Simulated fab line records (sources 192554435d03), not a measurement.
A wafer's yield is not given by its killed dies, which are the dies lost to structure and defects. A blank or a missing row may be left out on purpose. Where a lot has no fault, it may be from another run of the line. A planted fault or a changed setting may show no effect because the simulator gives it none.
Matching of chambers    flow n5-finfet    N5_BEOL_M6_ETCH_62 on rie-diel-01 has 4 sister chambers
The step etches SOC in N2/H2, target depth 110 nm, overetch 22 nm, time 165 s. 20 wafers are shown with their chamber, then 10 later ones without.

WAFERS PAIRED WITH THEIR CHAMBERS
wafer   chamber  drypump-motor-current-A (A)  throttle-valve-pct (%)  oes-product-au (a.u.)
L080.2  0        5.6                          17.70                   0.61
L080.3  2        5.6                          17.67                   0.72
L080.4  3        4.8                          17.56                   0.66
L081.1  3        4.8                          17.56                   0.65
L081.3  1        5.5                          17.30                   0.75
L081.6  2        5.5                          17.67                   0.73
L082.1  0        5.7                          17.71                   0.60
L082.3  3        4.8                          17.56                   0.66
L082.4  2        5.6                          17.68                   0.72
L087.3  1        5.5                          17.33                   0.73
L087.4  2        5.6                          17.70                   0.71
L087.5  2        5.6                          17.70                   0.71
L088.1  1        5.5                          17.31                   0.72
L088.2  2        5.6                          17.70                   0.71
L088.5  1        5.5                          17.32                   0.73
L090.4  0        5.7                          17.76                   0.59
L090.5  2        5.6                          17.72                   0.71
L090.6  3        4.8                          17.59                   0.63
L089.2  2        5.6                          17.72                   0.70
L089.5  2        5.6                          17.74                   0.70

SIGNATURES (means of the wafers above)
reading                  chamber 0  chamber 1  chamber 2  chamber 3  scatter within a chamber
drypump-motor-current-A  5.667      5.500      5.589      4.800      0.0312
throttle-valve-pct       17.7233    17.3150    17.7000    17.5675    0.0221
oes-product-au           0.6000     0.7325     0.7122     0.6500     0.0113
Rule: a wafer's distance from a chamber is the root of the sum, over the readings, of the square of ((its reading less the chamber's mean) divided by the reading's scatter). The wafer belongs to the nearest chamber; if the next one is less than 2 further off, it can't be placed. How the scatter is found: for the shown wafers, subtract from each reading the mean of its chamber, square and add these, divide the total by (wafers less chambers), then take the root.

WAFERS WHOSE CHAMBER IS MISSING
wafer   drypump-motor-current-A (A)  throttle-valve-pct (%)  oes-product-au (a.u.)
L089.6  4.8                          17.60                   0.64
L092.1  5.7                          17.77                   0.59
L092.2  4.8                          17.61                   0.63
L092.5  5.6                          17.73                   0.70
L094.2  4.8                          17.60                   0.63
L094.3  5.6                          17.74                   0.58
L094.4  5.6                          17.73                   0.69
L093.1  4.8                          17.62                   0.62
L093.4  5.6                          17.73                   0.68
L093.5  5.7                          17.75                   0.58

CHAMBER TAKEN BY EACH
wafer   from the rows above  in truth
L089.6  3                    3
L092.1  0                    0
L092.2  3                    3
L092.5  2                    2
L094.2  3                    3
L094.3  0                    0
L094.4  2                    2
L093.1  3                    3
L093.4  2                    2
L093.5  0                    0
10 of 10 placed correctly. Left unplaced by these rows: 0. Placed wrongly: 0.
